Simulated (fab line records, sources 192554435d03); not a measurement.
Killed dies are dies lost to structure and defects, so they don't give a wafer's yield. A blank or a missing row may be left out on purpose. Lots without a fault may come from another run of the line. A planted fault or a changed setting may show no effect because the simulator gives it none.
fab line records | flow n5_finfet
record lots=4 wafers=12 last_day=17
route steps=1938 shown MOL_CONTACT_COAG@548 BEOL_M4@1111 PASSIVATION@1936
lots that met no fault: from a run of the same line without faults
start_h: hours from the record's first day to the start of the lot's first wafer shown | wait_h: hours since the lot's step before | " the same as in the row above | L1.1+2: a row that stands for several wafers | - no value, or no start given | * or withheld: withheld | < > ~ a bound
route shown NAME@n: a module of which the file shows steps, and the number in the route of the first | usual: mean/standard deviation of fault-free wafers | same: alike in all rows | chamber/n: place in a boat | sites: the reading at each site | _std_site: their standard deviation | _edge_site: outer sites' mean less inner sites' | radius_mm: how far each site lies from the wafer's centre | mask NAME#n: copy n | behind: the tool/chamber that last shaped the wafer | hold: why the lot was held/for how many hours/how that ended | device: the transistor (n, p or np) that didn't switch | end of line: the same wafers' tests at the end of the route | a step without rows: its recipe alone | killed: dies lost to structure and defects at the first sort, not the wafer's yield | map: a wafer's dies, x killed, . not, _ none there
set.NAME: the setting as run; set.NAME@STEP: as run at that earlier step | model.NAME: the simulator's own value behind a step, which no gauge read
lots at some steps of the route; a table a step, a row a wafer
services: from which hour (start_h, from the record's first day; less than 0 if before it) a tool's chamber was out of use, for how many hours, and why
## steps
# step N5_MOL_CONTACT_COAG_CO_FILL_22
# recipe material=Co target_thk_a=200 temp_c=200 precursor=CCTBA/H2 pressure_torr=30
# step N5_MOL_CONTACT_COAG_ANNEAL_113
# recipe temp_c=400 time_s=300 ambient=H2/N2
# step N5_MOL_CONTACT_COAG_PRE_CLEAN_142
# recipe gas=H2/He time_s=60 temp_c=300
# step N5_MOL_CONTACT_COAG_SPUTTER_130
# recipe material=Co target_thk_a=475 temp_c=25 chamber_pressure_pa=0.5 power_w=3000
# step N5_MOL_CONTACT_COAG_PRECLEAN_125
# recipe chemistry=DIW time_s=57.5 temp_c=23
# step N5_MOL_CONTACT_COAG_SRD_126
# recipe dry_time_s=32 dry=n2_spin spin_rpm=1500
# step N5_MOL_CONTACT_COAG_CMP_23
# recipe stop_on=SiO2 t_overpolish_s=1.5 post_cmp_clean=cu_alkaline down_force_psi=2 platen_rpm=50.289 pad_velocity_m_s=1.0006 target_thk_nm=0
# step N5_MOL_CONTACT_COAG_WET_ETCH_26
# recipe target=Co target_depth_nm=13
# step N5_MOL_CONTACT_COAG_WET_ETCH_116
# recipe chemistry=SC1-inhibited target_depth_nm=4.6 dry=ipa_marangoni rinse_time_s=30 rinse_temp_c=23
# step N5_MOL_CONTACT_COAG_ALD_27
# recipe material=SiOC target_thk_a=170 temp_c=400 ald_precursor_family=carbosiloxane ald_co_reactant=H2-plasma pulse_time_s=1.5 time_s=2720 purge_time_s=2 co_reactant_purge_time_s=2 ald_cycles=340 pressure_torr=2
# step N5_MOL_CONTACT_COAG_CMP_28
# recipe stop_on=SiNx t_overpolish_s=0.85 post_cmp_clean=alkaline_brush down_force_psi=4.15 platen_rpm=51.8 pad_velocity_m_s=1.0307 target_thk_nm=14.522
# usual edge_zone_pressure_frac=1.000/0.0044 motor_current_A=11.9/1.1 slurry_filter_dp_kPa=13.49/0.15 slurry_flow_ml_min=150.0/0.48 time_to_endpoint_s=4.8/2.2
# columns lot.wafer tool chamber start_h wait_h edge_zone_pressure_frac motor_current_A slurry_filter_dp_kPa slurry_flow_ml_min time_to_endpoint_s
L265.3 cmp-02 0 112.94 1.1 1.000 11.8 13.53 149.3 5.3
L265.1 " 2 " " 1.005 10.6 13.80 150.8 4.7
L265.6 " 0 " " 0.997 12.9 13.55 150.0 6.0
L282.4 cmp-02 0 212.04 0.8 1.001 12.8 13.41 150.5 5.3
L282.3 " 2 " " 1.006 10.2 13.38 149.2 6.9
L282.5 " 0 " " 0.994 12.0 13.48 150.2 5.1
L283.4 cmp-01 3 218.72 0.8 1.001 10.1 13.34 149.4 3.5
L283.3 " 2 " " 1.005 13.3 13.57 150.3 2.0
L283.5 " 0 " " 1.000 11.2 13.70 150.0 1.6
L285.1 cmp-02 0 233.30 0.8 1.000 12.0 13.50 149.2 0.2
L285.3 " 1 " " 1.003 14.1 13.34 150.1 1.8
L285.4 " 2 " " 1.005 10.5 13.44 150.2 3.4
# step N5_MOL_CONTACT_COAG_ALD_123
# recipe material=SiNx target_thk_a=50 temp_c=400 ald_precursor_family=SiH2I2 ald_co_reactant=N2/H2-plasma pulse_time_s=1 purge_time_s=2 co_reactant_purge_time_s=2 ald_cycles=100 pressure_torr=2
# step N5_MOL_CONTACT_COAG_PECVD_31
# recipe material=SiO2 target_thk_a=460 temp_c=400 precursor=TEOS/O2 pressure_torr=6.5 rf_w=withheld teos_flow_sccm=withheld gas=O2 flow_sccm=2650 time_s=8.9
# step N5_MOL_CONTACT_COAG_COAT_75
# recipe resist=SOC temp_c=250 time_s=60 spin_rpm=1500 resist_thk_nm=60
# step N5_MOL_CONTACT_COAG_COAT_76
# recipe resist=SiARC temp_c=220 time_s=60 spin_rpm=1500 resist_thk_nm=10
# step N5_MOL_CONTACT_COAG_COAT_77
# recipe resist=underlayer temp_c=205 time_s=60 spin_rpm=1500 resist_thk_nm=10
# step N5_MOL_CONTACT_COAG_COAT_78
# recipe resist=CAR-EUV spin_rpm=1500 resist_thk_nm=40
# step N5_MOL_CONTACT_COAG_EBR_80
# recipe solvent=PGMEA ebr_width_mm=1.5
# step N5_MOL_CONTACT_COAG_SOFTBAKE_79
# recipe temp_c=110 time_s=60 resist=CAR-EUV
# step N5_MOL_CONTACT_COAG_EXPOSE_81
# recipe mask_id=VG na=0.33 source_shape=annular sigma_inner=0.3 sigma_outer=0.7 polarization=unpolarized defocus_nm=0 dose_mj=59.5
# step N5_MOL_CONTACT_COAG_PEB_82
# recipe peb_temp_c=100 peb_time_s=60 resist=CAR-EUV
# step N5_MOL_CONTACT_COAG_DEVELOP_83
# recipe develop_time_s=30 developer=TMAH resist=CAR-EUV rinse_liquid=surfactant_rinse dry=air_spin dev_temp_c=23
# step N5_MOL_CONTACT_COAG_INSPECT_57
# recipe mode=adi inspect_instrument=brightfield
# usual raw_defect_count=232/58
# columns lot.wafer tool chamber start_h wait_h raw_defect_count
L265.1 defect_inspect-02 - 114.33 0.1 186
L265.3 " - " " 202
L265.6 " - " " 190
L282.3 defect_inspect-01 - 213.32 0.0 850
L282.4 " - " " 872
L282.5 " - " " 811
L283.3 defect_inspect-01 - 220.08 0.0 217
L283.4 " - " " 251
L283.5 " - " " 202
L285.1 defect_inspect-01 - 236.15 0.1 905
L285.3 " - " " 870
L285.4 " - " " 949
# step N5_MOL_CONTACT_COAG_DESCUM_88
# recipe chemistry=O2 time_s=7 source_power_w=50 bias_power_w=20 pressure_mtorr=20 rf_frequency_hz=2.712e+07 temp_c=40 resist=CAR-EUV o2_flow_sccm=225
# step N5_MOL_CONTACT_COAG_ETCH_89
# recipe chemistry=N2/H2 target=underlayer target_depth_a=130 mask_material=CAR-EUV time_s=10.4 ion_energy_ev=200 pressure_mtorr=30 source_w=840 bias_w=150 n2_flow_sccm=200 h2_flow_sccm=200 ends=cleared
# step N5_MOL_CONTACT_COAG_ETCH_90
# recipe chemistry=CF4 target=SiARC target_depth_a=130 mask_material=CAR-EUV time_s=21.7 ion_energy_ev=80 pressure_mtorr=40 source_w=545 bias_w=36 Ar_flow_sccm=100 cf4_flow_sccm=100 ends=cleared
# step N5_MOL_CONTACT_COAG_ALD_131
# recipe material=SiO2 target_thk_a=50 temp_c=100 ald_precursor_family=BDEAS ald_co_reactant=O2-plasma pulse_time_s=1 co_reactant_pulse_time_s=1 purge_time_s=2 co_reactant_purge_time_s=2 ald_cycles=35 pressure_torr=2
# step N5_MOL_CONTACT_COAG_ETCHBACK_132
# recipe chemistry=CHF3 target=SiO2 target_depth_a=100 time_s=6.7 ion_energy_ev=200 pressure_mtorr=30 source_w=610 bias_w=170 Ar_flow_sccm=200 CHF3_flow_sccm=50
# step N5_MOL_CONTACT_COAG_ETCH_91
# recipe chemistry=N2/H2 target=SOC target_depth_a=600 overetch_a=210 mask_material=SiARC temp_c=40 time_s=101.2 ion_energy_ev=200 pressure_mtorr=30 source_w=840 bias_w=150 n2_flow_sccm=200 h2_flow_sccm=200
# step N5_MOL_CONTACT_COAG_STRIP_92
# recipe chemistry=N2/H2 temp_c=40 n2_flow_sccm=200 h2_flow_sccm=200 rf_frequency_hz=6e+07
# step N5_MOL_CONTACT_COAG_STRIP_93
# recipe chemistry=N2/H2 temp_c=40 n2_flow_sccm=200 h2_flow_sccm=200 rf_frequency_hz=6e+07
# step N5_MOL_CONTACT_COAG_ETCHBACK_135
# recipe chemistry=CHF3 target=SiO2 target_depth_a=250 time_s=16.7 ion_energy_ev=200 pressure_mtorr=30 source_w=610 bias_w=170 Ar_flow_sccm=200 CHF3_flow_sccm=50
# step N5_MOL_CONTACT_COAG_STRIP_118
# recipe chemistry=CHF3 resist=SiARC rf_frequency_hz=6e+07
# step N5_MOL_CONTACT_COAG_VIA_ETCH_46
# recipe chemistry=C4F6/O2 target_depth_a=460 overetch_a=92 mask_material=SOC target=SiO2 bias_w=455 pressure_mtorr=10 time_s=40 source_w=325 Ar_flow_sccm=300 C4F6_flow_sccm=10 O2_flow_sccm=10 ion_energy_ev=575.3 ends=end_point
# step N5_MOL_CONTACT_COAG_STRIP_96
# recipe chemistry=N2/H2 power_w=500 temp_c=40 pressure_mtorr=50 rf_frequency_hz=6e+07 overash_fraction=0.3 bias_power_w=28 h2_frac=0.5 n2_flow_sccm=300 h2_flow_sccm=300
# step N5_MOL_CONTACT_COAG_ETCH_47
# recipe chemistry=CH3F/O2 target=SiNx target_depth_a=270 mask_material=SiO2 stop_on=W over_etch_frac=0.2 ion_energy_ev=120 endpoint=OES-CN pressure_mtorr=30 source_w=395 bias_w=73 Ar_flow_sccm=150 CH3F_flow_sccm=30 O2_flow_sccm=20 ends=end_point
# step N5_MOL_CONTACT_COAG_STRIP_119
# recipe chemistry=N2/H2 time_s=30 power_w=1000 temp_c=250 pressure_mtorr=withheld n2_flow_sccm=1750 h2_flow_sccm=3250
# step N5_MOL_CONTACT_COAG_INSPECT_42
# recipe mode=adi inspect_instrument=brightfield
# usual raw_defect_count=234/60
# columns lot.wafer tool chamber start_h wait_h raw_defect_count
L265.1 defect_inspect-01 - 116.17 0.1 188
L265.3 " - " " 190
L265.6 " - " " 182
L282.3 defect_inspect-01 - 214.83 0.0 863
L282.4 " - " " 895
L282.5 " - " " 827
L283.3 defect_inspect-02 - 221.57 0.0 233
L283.4 " - " " 271
L283.5 " - " " 192
L285.1 defect_inspect-02 - 237.39 0.1 898
L285.3 " - " " 873
L285.4 " - " " 969
# step N5_BEOL_M4_RC_MEAS_101
# usual DIBL_N=36.3/1.4 DIBL_P=35.7/1.5 IOFF_N=0.155/0.022 IOFF_P=0.204/0.027 ION_N=671/9 ION_P=459/6.2 SS_N=71.5/0.54 SS_P=73.1/0.56 VT_N=250.2/2.6 VT_P=-251/3.3
# columns lot.wafer tool chamber start_h wait_h DIBL_N[mV/V] DIBL_P[mV/V] IOFF_N[nA/um] IOFF_P[nA/um] ION_N[uA/um] ION_P[uA/um] SS_N[mV/dec] SS_P[mV/dec] VT_N[mV] VT_P[mV]
L265.1 prober-01 0 186.65 0.0 35.3 35.6 0.161 0.217 673 463 71.2 72.8 246.7 -247
L265.3 " 0 " " 37.1 37.4 0.202 0.257 692 475 72.0 73.7 246.3 -248
L265.6 " 0 " " 37.3 37.0 0.201 0.250 680 468 71.5 73.3 248.6 -248
L282.3 prober-02 0 285.27 0.3 36.9 36.8 0.151 0.197 663 456 72.1 72.8 251.0 -252
L282.4 " 0 " " 36.3 36.5 0.154 0.206 656 457 71.2 72.5 252.0 -252
L282.5 " 0 " " 36.3 36.8 0.152 0.217 661 466 71.6 73.3 250.8 -250
L283.3 prober-01 0 293.95 0.3 37.5 36.5 0.166 0.207 666 454 71.8 73.5 249.8 -253
L283.4 " 0 " " 38.1 36.8 0.177 0.211 662 452 72.6 73.9 250.0 -251
L283.5 " 0 " " 35.4 33.8 0.134 0.168 666 455 71.6 72.8 251.6 -254
L285.1 prober-01 0 302.64 0.0 33.8 33.7 0.109 0.164 647 454 70.6 72.3 256.1 -252
L285.3 " 0 " " 33.8 34.3 0.109 0.173 649 454 71.1 72.7 256.4 -251
L285.4 " 0 " " 35.0 34.6 0.123 0.178 657 457 71.2 73.0 253.4 -251
# step N5_PASSIVATION_PROBE_49
# usual defect_limited_yield=91.0/1.5 killed_at_M0_to_M3=36/12 killed_at_M4_up=14/5.5 killed_at_contacts=11/4.8 killed_at_front_end=42/12 killed_at_other=3.7/2.7 killed_dies=106/18 killed_on_rim=13/4.5 killed_open=70/13 killed_short=35/8.2 sort_bin_5_function=5.3/1 sort_bin_6_memory=3.3/0.69 sort_n_pass=1074/18 sort_yield_pct=91.0/1.5
# same gross_dies=1180 killed_at_back_side=0 sort_bin_4_leakage[%]=0 sort_bin_8_speed[%]=0
# columns lot.wafer tool chamber start_h wait_h defect_limited_yield[%] killed_at_M0_to_M3 killed_at_M4_up killed_at_contacts killed_at_front_end killed_at_other killed_dies killed_on_rim killed_open killed_short sort_bin_5_function[%] sort_bin_6_memory[%] sort_n_pass sort_yield_pct[%]
L282.3 prober-01 - 399.74 0.1 52.5 26 10 483 39 3 561 68 60 25 29.1 15.3 619 52.5
L282.4 prober-01 - 399.79 0.2 55.3 37 4 456 31 0 528 70 52 35 29.1 13.1 652 55.3
L282.5 prober-01 - 399.84 0.2 50.2 53 10 478 46 1 588 71 75 45 30.7 16.3 592 50.2
L285.1 prober-01 - 406.06 0.0 54.7 23 12 474 20 5 534 68 48 22 28.9 14.1 646 54.7
L285.3 prober-01 - 406.16 0.1 52.9 25 17 480 27 7 556 80 64 25 30.3 14.1 624 52.9
L285.4 prober-01 - 406.21 0.2 51.4 29 19 503 20 3 574 67 62 23 29.0 17.0 606 51.4
# killed by level:class
L282.3 MOL_CONTACT_COAG:unspecified=476 FIN_SAQP:geometric_particle:open=12 BEOL_M2:geometric_particle:open=9 MOL_CONTACT_COAG:geometric_particle:open=6 FIN_SAQP:geometric_particle:short=5 BEOL_M0_SAQP:geometric_particle:open=5 DUMMY_GATE:geometric_particle:short=4 BEOL_M3:geometric_particle:open=4
L282.4 MOL_CONTACT_COAG:unspecified=441 MOL_CONTACT_COAG:geometric_particle:open=13 BEOL_M0_SAQP:geometric_particle:open=7 BEOL_M3:geometric_particle:open=7 FIN_SAQP:geometric_particle:open=6 BEOL_M1:geometric_particle:open=6 ILD0:geometric_particle:short=4 BEOL_M0_SAQP:geometric_particle:short=4
L282.5 MOL_CONTACT_COAG:unspecified=468 BEOL_M2:geometric_particle:open=14 STI_FIN_REVEAL:geometric_particle:open=13 FIN_SAQP:geometric_particle:open=11 FIN_SAQP:geometric_particle:short=10 BEOL_M0_SAQP:geometric_particle:short=10 BEOL_M0_SAQP:geometric_particle:open=8 MOL_CONTACT_COAG:geometric_particle:open=7
L285.1 MOL_CONTACT_COAG:unspecified=464 MOL_CONTACT_COAG:geometric_particle:open=8 BEOL_M3:geometric_particle:open=7 BEOL_M4:geometric_particle:open=7 GATE_CUT:geometric_particle:short=6 STI_FIN_REVEAL:geometric_particle:open=4 BEOL_M0_SAQP:geometric_particle:open=4 BEOL_M0_SAQP:geometric_particle:short=4
L285.3 MOL_CONTACT_COAG:unspecified=467 BEOL_M4:geometric_particle:open=10 DUMMY_GATE:geometric_particle:open=7 BEOL_M0_SAQP:geometric_particle:open=7 MOL_CONTACT_COAG:geometric_particle:open=7 FIN_SAQP:geometric_particle:open=6 MOL_CONTACT_COAG:geometric_particle:short=6 BEOL_M5:geometric_particle:open=6
L285.4 MOL_CONTACT_COAG:unspecified=489 MOL_CONTACT_COAG:geometric_particle:open=12 BEOL_M4:geometric_particle:open=11 BEOL_M2:geometric_particle:open=9 BEOL_M3:geometric_particle:open=7 FIN_SAQP:geometric_particle:short=4 DUMMY_GATE:geometric_particle:open=4 BEOL_M5:geometric_particle:open=4
# map L282.5 (x killed, . not)
_________________..xx.x...xxx________________
______________.....x.x..x...xxxx_____________
___________...x....xxxxx.xx...x.xxx__________
__________...xx.x.xx....xxxx.xx.xxxx_________
________..x.x...x....x.xxx..x.xxxx...x_______
_______.xx.xx..x.xx.....xx.xx..xxx.xxxx______
______.x.xx.x....xxx..xx..x...x.x..xx..._____
_____x.xxxx......x.x....x..xx.xx......xx.____
____x.x..x.xx..xxxx.xxxxxxxxxx.xxx..x.xx..___
___..x...xx..xx..xxx..xxx.x.x..x.x.....xxxx__
___.xx.x..xx.x.x...xx.xx.xxxx.xx.x..x...x.x__
__xx..xx.xxx..xx..xx...x.xxx..xxx..x...x.xx._
__.xxx..x.x..x.x...xx.x..xxxx.x..x.x.x...x.._
_.xx...xxx..x.x..x.x....x...xx..xxx.x..xxxxx.
_xx......x.xxx.x...x..x..xx.xx.xxxx...xx..xxx
_...x..x.....xxx..xxx.xxxxx....x.x.x.xx...xxx
_xx.xxxx....xxxx...x..x.xxx.x.x...xx.xxx.xxx.
_x.x.x.....x.xxx.x.xxx....x.x.xx.x..xx..x..x.
_x.....xx...x.xx..xx.x..x.x.x.x.xxx.xx.xxx.xx
_.x.x.xxx.xx..xx......xx.x..x..xx.xx.x.x.x.x.
_...xxx.......xx..x.x.xx.x....x....x......x.x
__....xx.xx..x..xxx..xxxxx.x.xx.xxxxxx..xxx._
__x.xxxxxx...x.x.....xxxxxx.xxx...x.xxx....x_
___...x.xxx.xxxx..x.xx..xx.xxxx.xx.x..xx..x__
___x..xxxxxx.xx..x.xx.xx.xxxx..x..x.....xxx__
____xx..x..xx..xxx.x..xx..x.x.x.....xxxxx.___
_____.xxxxx.x...xx.x.x.x.x.xx.xxxx..x..xx____
______x....x.......xx..x..xx.x..xxxxxx.x_____
_______.x.x..x...x.x...xxx.x...xxx.x..x______
________.x.xxx.xxx..xx..xx.....x..x.x._______
__________..xxx...x..xxx.xx.xxxxxx.._________
___________..xxxxx.x...xxx.x.....x.__________
______________.x....x.x..x.xx.x._____________
_________________x.xx.x.x...x________________
# map L285.4 (x killed, . not)
_________________xxx.x..x...x________________
______________xxxx.x..xx..x..x.._____________
___________.x.x..x....x....x.x..x..__________
__________x...xxxx.x.xxx.....xx.xxx._________
________.x.x.x.x..xxx.x.xxxxx..xx.xxx._______
_______...x..xx.x...x...xx.....xxxxx..x______
______...xxx.x.xxx..xx...xx....xxx......_____
_____xxx...x.xx....x....xx..x.x..xxx.x.x.____
____....x.xx.xxxxxxx...xxxx.x.x.x.x.xxx..x___
___.xx.xxxx..xxxx.x...x..xxx..x..xx...x.xxx__
___...xx..xxxxx...x.xx...x.....xx..x.xx....__
__...xxx.x..x..xxxxxx.xx.xx.x.xxx...x....xxx_
__xxx..xx..x.x...x.x..x.xx..x...x..xx..xx.x._
_...x.x.......x.x..xx.x.xxx..x..x.x.xx.xx.x.x
_x.x.x...xx..x.xx....x.x.x....xx....xx.x.xxxx
_x.......x.x...x.x.xxxxxxxx.xxxx..xx..x.x.xx.
_xxx.x.xx.xx.x.xxxx..xxx.x..x....x.xx.xxx.x..
_xx..x..xx..xxxxxxx.x..x..x..xxx.x.xx..xxx.xx
_x..xx.xxxx....xxxxxx...xxxx..xxxx..x.x.x....
_xx.xx.xx..x.xxxxx.xx.....xx..xxx.xx.xxxxx.xx
_x..x..xx.xx..x.xxxxxxx..x.xx..x.x....x...xx.
__xxxx...x...xx.x...xxxx..xx.xx.xx...xxxx.xx_
__x..x.xxxx.....x..xxx...xx.xx.....xx.xx...._
___.xx.x.x.......xxx.x..xx.xx..x..x.x....xx__
___.xxx..x.x..x.x.x.........xxxx.xxxxx.x...__
____.x.xxx.x.xx.....xx..xxx....xxxxxx..xxx___
_____..x.x.xx..x.xxx.x...xx...........x.x____
______..x..x..x...xx.xxx.xxxx.x..x.x...._____
_______.x.xx...xxx.x.x..x..xx.x..x.x.x.______
________.x.x.x.xx.......xx...x.xxx.x.._______
__________x..x.xx...x.xx..x....xx..._________
___________.....xx..xxx.xxx..x.xxx.__________
______________..xx..xx..xxx....x_____________
_________________x...x.x...xx________________
## services
# columns tool chamber start_h hours kind
cmp-02 - 93.69 1.8 repair
cmp-01 - 95.28 3.5 repair
cmp-02 - 107.47 5.4 pm
cmp-01 - 108.73 12.0 pm
cmp-01 - 127.49 4.0 repair
cmp-02 - 143.95 4.6 pm
cmp-01 - 176.78 0.4 repair
cmp-02 - 214.94 0.6 repair
cmp-01 - 231.10 4.0 pm
## key
first_sign step=N5_MOL_CONTACT_COAG_INSPECT_57 reading=raw_defect_count direction=up sigmas=11 usual=232 struck=876
effect step=N5_MOL_CONTACT_COAG_INSPECT_42 reading=raw_defect_count direction=up sigmas=11 usual=234 struck=888
effect step=N5_PASSIVATION_PROBE_49 reading=killed_at_contacts direction=up sigmas=97 usual=11 struck=479
more_kills_born_at N5_MOL_CONTACT_COAG_CMP_28@cmp-02=2801
met_at N5_MOL_CONTACT_COAG_CMP_28
struck_wafers L282.3,L282.4,L282.5,L285.1,L285.3,L285.4
onset_between 112.94 212.04
fault kind=chamber_particle_source tool=cmp-02 chamber=- onset_h=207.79 steps=N5_MOL_CONTACT_COAG_CMP_28 rate_per_visit_cm2=0.9975 end_h=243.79
